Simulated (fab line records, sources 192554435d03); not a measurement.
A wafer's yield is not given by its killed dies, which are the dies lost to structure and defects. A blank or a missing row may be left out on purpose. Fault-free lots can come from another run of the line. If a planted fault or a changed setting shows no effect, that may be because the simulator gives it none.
fab line records	flow n5-finfet	part 1 of 2: steps 1 to 4 of 6
record: lots: 20	wafers: 60	last-day: 19
route steps=1938 shown BEOL_M9@1437 BEOL_M10@1486
lots untouched by any fault: they come from a run of this same line in which no faults occurred
start-h: start of the lot's first displayed wafer, in hours after the record's first day	wait-h: hours elapsed since this lot's preceding step	" same as the row above	L1.1+2: several wafers, shown together as one row	- either no value or no given start	* or withheld: withheld	< > ~ a bound
route shown NAME@n: NAME is a module with steps in the file, n the number in the route of the first one	usual: mean/standard deviation taken from wafers without a fault	same: alike in all rows	chamber/n: place in a boat	sites: readings site by site	_std_site: standard deviation of those values	_edge_site: inner sites' mean taken away from outer sites' mean	radius-mm: how far each site lies from the wafer's centre	mask NAME#n: copy n	behind: the most recent tool/chamber to have shaped the wafer	hold: reason for holding the lot/hours on hold/outcome of the hold	device: transistor that didn't switch, given as n, p or np	end of line: the route-end tests of the same wafers	a step given without rows: its recipe and nothing more	killed: dies lost to structure and defects at the first sort, not the wafer's yield	map: a wafer's dies, x killed, . not, _ none there
set.NAME: the setting the step ran with; set.NAME@STEP: the setting that earlier step ran with	model.NAME: the simulator's own value behind a step, which no gauge read
the route's steps for a sample of lots (tables are steps, rows are wafers)
services: a tool's chamber out of use, with start hour (start-h, from the record's first day; less than 0 if before it), hours out, and reason
== steps ==
step: N5_BEOL_M9_DESCUM_33
recipe: chemistry: O2	time-s: 7	source-power-w: 50	bias-power-w: 20	pressure-mtorr: 20	rf-frequency-hz: 2.712e+07	temp-c: 40	resist: CAR-EUV	o2-flow-sccm: 225
usual: drypump-motor-current-A: 5.55/0.28	oes-product-au: 0.78/0.089	rf-vpp-V: 242.9/1.5	showerhead-plenum-p-Torr: 2.08/0.078	throttle-valve-pct: 20.38/0.27
same: time-s: 7
lot.wafer	tool	chamber	start-h	wait-h	drypump-motor-current-A	oes-product-au	rf-hours-counter-h	rf-vpp-V	showerhead-plenum-p-Torr	throttle-valve-pct
L074.1	rie-diel-01	0	225.71	0.0	5.08	0.81	84	243.7	2.12	20.62
L074.2	"	3	"	"	5.67	0.75	144	242.4	2.01	20.09
L074.3	"	2	"	"	5.68	0.70	227	242.9	2.07	20.61
L076.1	rie-diel-06	1	237.05	0.1	5.96	0.88	47	243.9	2.13	20.14
L076.5	"	2	"	"	5.94	0.78	-	246.3	2.19	20.16
L076.6	"	1	"	"	5.97	0.89	-	244.1	2.13	20.15
L075.1	rie-diel-01	1	237.10	0.2	5.58	0.70	230	243.9	2.15	20.50
L075.4	"	2	"	"	5.67	0.71	231	242.0	2.07	20.62
L075.5	"	2	"	"	5.68	0.71	-	242.7	2.07	20.61
L079.3	rie-diel-01	3	251.75	0.1	5.66	0.75	150	241.9	2.00	20.10
L079.4	"	1	"	"	5.57	0.70	234	243.3	2.15	20.52
L079.6	"	1	"	"	5.58	0.70	-	244.4	2.15	20.50
L077.2	rie-diel-03	2	256.44	0.5	5.30	0.73	189	243.4	2.08	20.95
L077.3	"	3	"	"	5.72	0.69	244	242.6	2.07	20.79
L077.6	"	0	"	"	5.57	0.71	-	242.9	2.07	20.28
L078.2	rie-diel-06	3	265.43	0.0	5.07	0.70	237	241.7	1.98	20.47
L078.5	"	1	"	"	5.94	0.86	-	244.6	2.12	20.16
L078.6	"	0	"	"	5.44	0.85	-	243.9	2.13	20.16
L082.1	rie-diel-01	1	280.24	0.0	5.62	0.69	243	243.9	2.15	20.54
L082.2	"	2	"	"	5.67	0.69	244	243.7	2.06	20.62
L082.6	"	2	"	"	5.66	0.69	-	241.7	2.06	20.63
L081.1	rie-diel-01	1	292.88	0.4	5.62	0.68	247	244.8	2.15	20.54
L081.3	"	3	"	"	5.66	0.73	163	240.9	2.00	20.10
L081.6	"	1	"	"	5.59	0.69	-	243.3	2.15	20.52
L084.1	rie-diel-03	2	295.57	0.0	5.32	0.71	202	244.8	2.08	20.97
L084.2	"	3	"	"	5.68	0.98	2	242.9	2.06	20.39
L084.5	"	2	"	"	5.27	0.72	-	242.1	2.08	20.99
L086.1	rie-diel-03	1	299.54	0.0	5.20	0.74	173	240.6	1.91	20.19
L086.4	"	0	"	"	5.54	0.69	238	242.2	2.06	20.32
L086.5	"	1	"	"	5.21	0.75	-	240.5	1.91	20.20
L085.1	rie-diel-03	3	317.22	0.0	5.70	0.94	8	242.9	2.06	20.42
L085.2	"	0	"	"	5.56	0.70	244	242.0	2.06	20.31
L085.6	"	0	"	"	5.57	0.69	-	242.7	2.06	20.32
L083.1	rie-diel-06	0	317.79	0.4	5.44	0.82	93	243.3	2.12	20.20
L083.3	"	1	"	"	5.94	0.84	70	243.2	2.12	20.17
L083.5	"	1	"	"	5.96	0.84	-	243.5	2.12	20.18
L088.1	rie-diel-03	0	319.63	0.0	5.57	0.69	245	242.6	2.06	20.33
L088.2	"	3	"	"	5.71	0.94	10	243.3	2.06	20.41
L088.5	"	3	"	"	5.69	0.94	-	242.2	2.06	20.41
L089.1	rie-diel-03	0	323.82	0.0	5.55	0.69	245	240.9	2.06	20.33
L089.2	"	3	"	"	5.72	0.94	10	243.3	2.06	20.41
L089.5	"	2	"	"	5.27	0.70	-	241.9	2.07	20.99
L090.1	rie-diel-06	0	328.38	0.0	5.47	0.82	96	243.3	2.12	20.20
L090.4	"	1	"	"	5.96	0.84	-	243.4	2.12	20.19
L090.5	"	2	"	"	5.94	0.75	-	245.8	2.18	20.21
L092.1	rie-diel-01	3	349.97	0.0	5.66	0.72	183	240.4	1.99	20.14
L092.3	"	2	"	"	5.68	0.96	7	242.9	2.06	20.27
L092.5	"	2	"	"	5.67	0.96	-	243.4	2.06	20.25
L094.1	rie-diel-06	2	353.43	0.0	5.93	0.74	152	244.0	2.18	20.21
L094.2	"	1	"	"	5.98	0.83	82	244.3	2.11	20.21
L094.4	"	3	"	"	5.07	0.95	4	245.7	2.23	20.10
L095.2	rie-diel-03	2	361.80	0.0	5.27	0.70	224	243.1	2.07	21.02
L095.5	"	2	"	"	5.30	0.70	-	242.3	2.07	21.01
L095.6	"	3	"	"	5.70	0.90	-	241.6	2.05	20.42
L096.1	rie-diel-06	3	382.57	0.0	5.08	0.94	13	244.4	2.23	20.14
L096.2	"	0	"	"	5.47	0.81	114	243.9	2.11	20.22
L096.3	"	1	"	"	5.97	0.82	91	243.5	2.11	20.22
L097.2	rie-diel-06	1	386.11	0.2	5.99	0.83	92	241.9	2.11	20.22
L097.4	"	3	"	"	5.07	0.94	-	246.0	2.23	20.13
L097.6	"	0	"	"	5.50	0.81	-	242.8	2.11	20.24
step: N5_BEOL_M9_ETCH_76
recipe: chemistry: N2/H2	target: underlayer	target-depth-a: 65	mask-material: CAR-EUV	time-s: 5.2	ion-energy-ev: 200	pressure-mtorr: 30	source-w: 840	bias-w: 150	n2-flow-sccm: 200	h2-flow-sccm: 200	ends: cleared
usual: drypump-motor-current-A: 5.56/0.28	etch-rf-on-time-s: 5.18/0.084	oes-product-au: 0.67/0.074	rf-vpp-V: 523.4/2.9	showerhead-plenum-p-Torr: 2.53/0.095	throttle-valve-pct: 17.85/0.26
lot.wafer	tool	chamber	start-h	wait-h	drypump-motor-current-A	etch-rf-on-time-s	oes-product-au	rf-hours-counter-h	rf-vpp-V	showerhead-plenum-p-Torr	throttle-valve-pct
L074.1	rie-diel-01	0	225.75	0.0	5.06	5.22	0.70	84	524.6	2.57	17.94
L074.2	"	3	"	"	5.67	5.23	0.65	144	520.7	2.45	17.70
L074.3	"	2	"	"	5.71	5.32	0.59	227	522.4	2.51	18.09
L076.1	rie-diel-06	1	237.08	0.0	5.97	5.10	0.74	47	524.5	2.59	17.63
L076.5	"	2	"	"	5.96	5.20	0.66	-	527.3	2.67	17.78
L076.6	"	1	"	"	5.95	5.04	0.74	-	524.5	2.58	17.66
L075.1	rie-diel-01	1	237.14	0.0	5.60	5.06	0.60	230	525.4	2.62	18.01
L075.4	"	2	"	"	5.68	5.17	0.59	231	524.5	2.51	18.11
L075.5	"	2	"	"	5.67	5.16	0.60	-	521.2	2.51	18.09
L079.3	rie-diel-01	3	251.78	0.0	5.69	5.15	0.65	150	521.0	2.45	17.75
L079.4	"	1	"	"	5.57	5.14	0.59	234	525.5	2.62	18.00
L079.6	"	1	"	"	5.58	5.15	0.61	-	526.7	2.62	18.02
L077.2	rie-diel-03	2	256.47	0.0	5.26	5.36	0.61	189	525.2	2.53	18.36
L077.3	"	3	"	"	5.73	5.24	0.57	244	523.8	2.51	18.24
L077.6	"	0	"	"	5.59	5.32	0.61	-	523.7	2.50	17.64
L078.2	rie-diel-06	3	265.46	0.0	5.08	5.29	0.60	237	518.8	2.40	18.01
L078.5	"	1	"	"	5.95	5.07	0.74	-	525.1	2.58	17.70
L078.6	"	0	"	"	5.48	5.05	0.72	-	524.3	2.57	17.55
L082.1	rie-diel-01	1	280.27	0.0	5.59	5.23	0.59	243	524.7	2.62	18.01
L082.2	"	2	"	"	5.67	5.24	0.59	244	523.5	2.51	18.12
L082.6	"	2	"	"	5.69	5.24	0.59	-	522.2	2.51	18.14
L081.1	rie-diel-01	1	292.92	0.0	5.62	5.22	0.58	247	525.7	2.61	18.01
L081.3	"	3	"	"	5.67	5.19	0.63	163	522.9	2.44	17.77
L081.6	"	1	"	"	5.60	5.22	0.59	-	525.9	2.61	18.02
L084.1	rie-diel-03	2	295.60	0.0	5.31	5.23	0.61	202	522.5	2.52	18.40
L084.2	"	3	"	"	5.68	5.04	0.83	2	522.4	2.51	17.80
L084.5	"	2	"	"	5.34	5.23	0.62	-	522.5	2.52	18.41
L086.1	rie-diel-03	1	299.57	0.0	5.20	5.17	0.64	173	516.2	2.32	17.57
L086.4	"	0	"	"	5.57	5.24	0.59	238	524.1	2.50	17.68
L086.5	"	1	"	"	5.22	5.15	0.64	-	516.8	2.32	17.56
L085.1	rie-diel-03	3	317.26	0.0	5.73	5.12	0.80	8	522.6	2.50	17.80
L085.2	"	0	"	"	5.53	5.27	0.61	244	520.3	2.50	17.69
L085.6	"	0	"	"	5.56	5.25	0.59	-	524.4	2.50	17.70
L083.1	rie-diel-06	0	317.82	0.0	5.47	5.19	0.71	93	524.3	2.57	17.55
L083.3	"	1	"	"	6.01	5.01	0.71	70	523.9	2.57	17.73
L083.5	"	1	"	"	5.98	5.12	0.72	-	526.1	2.58	17.69
L088.1	rie-diel-03	0	319.66	0.0	5.60	5.28	0.58	245	523.8	2.50	17.69
L088.2	"	3	"	"	5.71	5.12	0.80	10	523.6	2.50	17.83
L088.5	"	3	"	"	5.72	5.15	0.80	-	522.5	2.50	17.82
L089.1	rie-diel-03	0	323.86	0.0	5.56	5.17	0.59	245	524.4	2.50	17.67
L089.2	"	3	"	"	5.69	5.10	0.81	10	524.8	2.50	17.80
L089.5	"	2	"	"	5.30	5.25	0.61	-	522.5	2.52	18.41
L090.1	rie-diel-06	0	328.42	0.0	5.44	5.05	0.71	96	524.6	2.56	17.57
L090.4	"	1	"	"	5.96	5.00	0.71	-	526.2	2.57	17.73
L090.5	"	2	"	"	5.99	5.19	0.65	-	525.4	2.66	17.83
L092.1	rie-diel-01	3	350.00	0.0	5.68	5.20	0.62	183	520.8	2.44	17.79
L092.3	"	2	"	"	5.70	5.21	0.82	7	521.8	2.50	17.71
L092.5	"	2	"	"	5.70	5.21	0.80	-	523.7	2.50	17.71
L094.1	rie-diel-06	2	353.46	0.0	5.92	5.23	0.64	152	527.8	2.66	17.88
L094.2	"	1	"	"	5.98	5.11	0.71	82	525.6	2.57	17.75
L094.4	"	3	"	"	5.07	5.29	0.81	4	528.0	2.72	17.59
L095.2	rie-diel-03	2	361.83	0.0	5.27	5.30	0.60	224	522.4	2.51	18.44
L095.5	"	2	"	"	5.28	5.32	0.59	-	522.2	2.51	18.42
L095.6	"	3	"	"	5.69	5.13	0.77	-	522.9	2.50	17.83
L096.1	rie-diel-06	3	382.60	0.0	5.07	5.24	0.78	13	528.8	2.71	17.61
L096.2	"	0	"	"	5.48	5.14	0.69	114	526.2	2.56	17.62
L096.3	"	1	"	"	6.00	5.11	0.69	91	522.3	2.57	17.75
L097.2	rie-diel-06	1	386.15	0.0	5.98	5.06	0.69	92	522.9	2.57	17.74
L097.4	"	3	"	"	5.07	5.20	0.78	-	527.0	2.71	17.62
L097.6	"	0	"	"	5.48	5.07	0.69	-	525.2	2.56	17.61
step: N5_BEOL_M9_STRIP_36
recipe: chemistry: N2/H2	power-w: 450	temp-c: 40	pressure-mtorr: 20	rf-frequency-hz: 6e+07	overash-fraction: 0.3	bias-power-w: 7	h2-frac: 0.5	n2-flow-sccm: 200	h2-flow-sccm: 200
usual: drypump-motor-current-A: 5.56/0.28	oes-product-au: 0.78/0.09	rf-vpp-V: 59.0/1.5	showerhead-plenum-p-Torr: 2.53/0.095	throttle-valve-pct: 23.64/0.3
lot.wafer	tool	chamber	start-h	wait-h	drypump-motor-current-A	oes-product-au	rf-hours-counter-h	rf-vpp-V	showerhead-plenum-p-Torr	throttle-valve-pct
L074.1	rie-diel-01	0	225.95	0.0	5.09	0.82	84	58.7	2.56	23.71
L074.2	"	3	"	"	5.65	0.76	144	56.0	2.45	23.61
L074.3	"	2	"	"	5.69	0.71	227	57.7	2.51	23.84
L076.1	rie-diel-06	1	237.29	0.0	6.00	0.87	47	59.8	2.58	23.59
L076.5	"	2	"	"	5.92	0.77	-	61.4	2.67	23.77
L076.6	"	1	"	"	6.00	0.87	-	60.1	2.58	23.60
L075.1	rie-diel-01	1	237.35	0.0	5.63	0.70	230	60.3	2.62	23.75
L075.4	"	2	"	"	5.70	0.70	231	59.9	2.51	23.86
L075.5	"	2	"	"	5.69	0.71	-	57.8	2.51	23.87
L079.3	rie-diel-01	3	251.99	0.0	5.67	0.75	150	60.1	2.45	23.63
L079.4	"	1	"	"	5.60	0.70	234	60.0	2.62	23.74
L079.6	"	1	"	"	5.60	0.69	-	59.1	2.62	23.74
L077.2	rie-diel-03	2	256.68	0.0	5.31	0.72	189	59.9	2.52	24.21
L077.3	"	3	"	"	5.71	0.68	245	59.6	2.50	24.01
L077.6	"	0	"	"	5.57	0.69	-	56.0	2.50	23.20
L078.2	rie-diel-06	3	265.67	0.0	5.07	0.70	237	58.2	2.40	23.83
L078.5	"	1	"	"	5.97	0.86	-	58.3	2.58	23.56
L078.6	"	0	"	"	5.47	0.86	-	59.2	2.57	23.26
L082.1	rie-diel-01	1	280.48	0.0	5.59	0.69	243	61.6	2.61	23.73
L082.2	"	2	"	"	5.68	0.70	244	57.5	2.50	23.89
L082.6	"	2	"	"	5.71	0.70	-	57.1	2.50	23.88
L081.1	rie-diel-01	1	293.12	0.0	5.58	0.69	247	62.3	2.61	23.74
L081.3	"	3	"	"	5.66	0.74	163	58.6	2.44	23.64
L081.6	"	1	"	"	5.61	0.69	-	58.2	2.61	23.75
L084.1	rie-diel-03	2	295.81	0.0	5.29	0.71	202	58.9	2.52	24.23
L084.2	"	3	"	"	5.72	0.98	2	58.1	2.50	23.68
L084.5	"	2	"	"	5.24	0.71	-	58.8	2.52	24.18
L086.1	rie-diel-03	1	299.78	0.0	5.21	0.75	173	59.3	2.32	23.24
L086.4	"	0	"	"	5.59	0.69	238	59.4	2.49	23.23
L086.5	"	1	"	"	5.22	0.73	-	58.1	2.32	23.23
L085.1	rie-diel-03	3	317.46	0.0	5.71	0.94	8	58.6	2.50	23.68
L085.2	"	0	"	"	5.58	0.70	244	59.2	2.49	23.23
L085.6	"	0	"	"	5.54	0.69	-	62.3	2.49	23.23
L083.1	rie-diel-06	0	318.03	0.0	5.49	0.83	93	58.1	2.56	23.29
L083.3	"	1	"	"	5.96	0.84	70	57.7	2.57	23.62
L083.5	"	1	"	"	5.96	0.85	-	60.4	2.57	23.62
L088.1	rie-diel-03	0	319.87	0.0	5.55	0.69	245	59.2	2.49	23.23
L088.2	"	3	"	"	5.72	0.93	10	57.6	2.50	23.70
L088.5	"	3	"	"	5.72	0.94	-	60.4	2.50	23.71
L089.1	rie-diel-03	0	324.07	0.0	5.58	0.69	245	59.5	2.49	23.21
L089.2	"	3	"	"	5.71	0.95	10	57.9	2.50	23.68
L089.5	"	2	"	"	5.32	0.71	-	58.2	2.51	24.23
L090.1	rie-diel-06	0	328.63	0.0	5.48	0.83	96	60.2	2.56	23.31
L090.4	"	1	"	"	5.97	0.85	-	60.2	2.57	23.62
L090.5	"	2	"	"	5.97	0.75	-	61.4	2.66	23.78
L092.1	rie-diel-01	3	350.21	0.0	5.66	0.72	184	59.8	2.43	23.68
L092.3	"	2	"	"	5.69	0.96	8	61.2	2.50	23.55
L092.5	"	2	"	"	5.69	0.95	-	56.6	2.50	23.56
L094.1	rie-diel-06	2	353.67	0.0	5.96	0.74	152	56.4	2.65	23.83
L094.2	"	1	"	"	5.99	0.82	82	57.2	2.57	23.64
L094.4	"	3	"	"	5.09	0.97	4	60.2	2.71	23.47
L095.2	rie-diel-03	2	362.04	0.0	5.31	0.70	224	58.6	2.51	24.24
L095.5	"	2	"	"	5.29	0.70	-	60.3	2.51	24.22
L095.6	"	3	"	"	5.71	0.91	-	60.2	2.49	23.72
L096.1	rie-diel-06	3	382.81	0.0	5.08	0.94	13	58.2	2.71	23.55
L096.2	"	0	"	"	5.46	0.80	114	58.6	2.55	23.34
L096.3	"	1	"	"	6.00	0.82	91	59.1	2.56	23.65
L097.2	rie-diel-06	1	386.36	0.0	5.96	0.82	92	60.7	2.56	23.68
L097.4	"	3	"	"	5.06	0.94	-	58.8	2.71	23.53
L097.6	"	0	"	"	5.48	0.81	-	60.3	2.55	23.30
step: N5_BEOL_M9_TRENCH_ETCH_37
recipe: chemistry: C4F6/O2	target-depth-a: 1514.3	target: SiCOH_lowk	time-s: 49	ion-energy-ev: 250	pressure-mtorr: 30	source-w: 345	bias-w: 185	Ar_flow_sccm: 300	C4F6_flow_sccm: 10	O2_flow_sccm: 10
usual: drypump-motor-current-A: 5.55/0.28	oes-product-au: 0.78/0.088	rf-vpp-V: 666/6.8	showerhead-plenum-p-Torr: 2.83/0.093	throttle-valve-pct: 20.89/0.28
same: time-s: 49
lot.wafer	tool	chamber	start-h	wait-h	drypump-motor-current-A	oes-product-au	rf-hours-counter-h	rf-vpp-V	showerhead-plenum-p-Torr	throttle-valve-pct
L074.1	rie-diel-01	0	-	-	5.08	0.82	84	672	2.88	21.13
L074.2	"	3	"	"	5.65	0.75	144	661	2.76	20.70
L074.3	"	2	"	"	5.69	0.71	227	674	2.82	21.13
L076.1	rie-diel-06	1	-	-	5.97	0.87	47	666	2.90	20.68
L076.5	"	2	"	"	5.97	0.77	-	674	2.96	20.59
L076.6	"	1	"	"	5.96	0.87	-	667	2.89	20.67
L075.1	rie-diel-01	1	-	-	5.58	0.71	230	667	2.91	20.97
L075.4	"	2	"	"	5.68	0.70	231	673	2.81	21.13
L075.5	"	2	"	"	5.70	0.71	-	674	2.81	21.12
L079.3	rie-diel-01	3	-	-	5.67	0.76	150	662	2.75	20.70
L079.4	"	1	"	"	5.58	0.70	234	667	2.91	20.94
L079.6	"	1	"	"	5.58	0.71	-	665	2.91	20.96
L077.2	rie-diel-03	2	-	-	5.33	0.72	189	671	2.84	21.50
L077.3	"	3	"	"	5.71	0.68	245	667	2.80	21.20
L077.6	"	0	"	"	5.54	0.70	-	649	2.81	20.81
L078.2	rie-diel-06	3	-	-	5.07	0.70	237	667	2.69	20.94
L078.5	"	1	"	"	5.99	0.87	-	665	2.89	20.70
L078.6	"	0	"	"	5.47	0.85	-	675	2.88	20.62
L082.1	rie-diel-01	1	-	-	5.59	0.69	243	665	2.91	20.97
L082.2	"	2	"	"	5.69	0.69	244	675	2.81	21.14
L082.6	"	2	"	"	5.69	0.69	-	673	2.81	21.14
L081.1	rie-diel-01	1	-	-	5.59	0.70	247	666	2.91	21.00
L081.3	"	3	"	"	5.68	0.75	163	661	2.75	20.74
L081.6	"	1	"	"	5.56	0.69	-	666	2.91	20.97
L084.1	rie-diel-03	2	-	-	5.27	0.71	202	672	2.84	21.51
L084.2	"	3	"	"	5.72	0.97	2	666	2.80	20.83
L084.5	"	2	"	"	5.34	0.71	-	670	2.84	21.52
L086.1	rie-diel-03	1	-	-	5.20	0.75	173	659	2.63	20.78
L086.4	"	0	"	"	5.57	0.70	239	649	2.81	20.84
L086.5	"	1	"	"	5.20	0.75	-	660	2.63	20.77
L085.1	rie-diel-03	3	-	-	5.70	0.95	9	667	2.79	20.83
L085.2	"	0	"	"	5.56	0.69	244	649	2.81	20.83
L085.6	"	0	"	"	5.59	0.69	-	649	2.81	20.85
L083.1	rie-diel-06	0	-	-	5.49	0.84	93	674	2.87	20.64
L083.3	"	1	"	"	5.99	0.84	70	666	2.88	20.71
L083.5	"	1	"	"	5.99	0.85	-	665	2.88	20.71
L088.1	rie-diel-03	0	-	-	5.56	0.69	245	649	2.81	20.83
L088.2	"	3	"	"	5.71	0.93	10	666	2.79	20.85
L088.5	"	3	"	"	5.69	0.93	-	668	2.79	20.84
L089.1	rie-diel-03	0	-	-	5.55	0.69	245	649	2.81	20.82
L089.2	"	3	"	"	5.71	0.93	11	665	2.79	20.86
L089.5	"	2	"	"	5.30	0.70	-	674	2.83	21.54
L090.1	rie-diel-06	0	-	-	5.50	0.82	96	674	2.87	20.66
L090.4	"	1	"	"	5.96	0.84	-	667	2.88	20.73
L090.5	"	2	"	"	5.94	0.76	-	674	2.95	20.64
L092.1	rie-diel-01	3	-	-	5.67	0.73	184	662	2.74	20.76
L092.3	"	2	"	"	5.69	0.96	8	672	2.80	20.78
L092.5	"	2	"	"	5.69	0.96	-	673	2.80	20.80
L094.1	rie-diel-06	2	-	-	5.91	0.74	152	673	2.95	20.66
L094.2	"	1	"	"	5.96	0.81	82	665	2.88	20.74
L094.4	"	3	"	"	5.05	0.95	4	667	3.02	20.58
L095.2	rie-diel-03	2	-	-	5.31	0.68	224	671	2.83	21.56
L095.5	"	2	"	"	5.28	0.70	-	672	2.83	21.55
L095.6	"	3	"	"	5.71	0.90	-	666	2.78	20.88
L096.1	rie-diel-06	3	-	-	5.07	0.93	13	665	3.02	20.61
L096.2	"	0	"	"	5.45	0.80	114	672	2.86	20.67
L096.3	"	1	"	"	6.00	0.82	91	665	2.87	20.74
L097.2	rie-diel-06	1	-	-	5.99	0.81	92	664	2.87	20.75
L097.4	"	3	"	"	5.08	0.91	-	667	3.02	20.60
L097.6	"	0	"	"	5.46	0.80	-	673	2.86	20.68
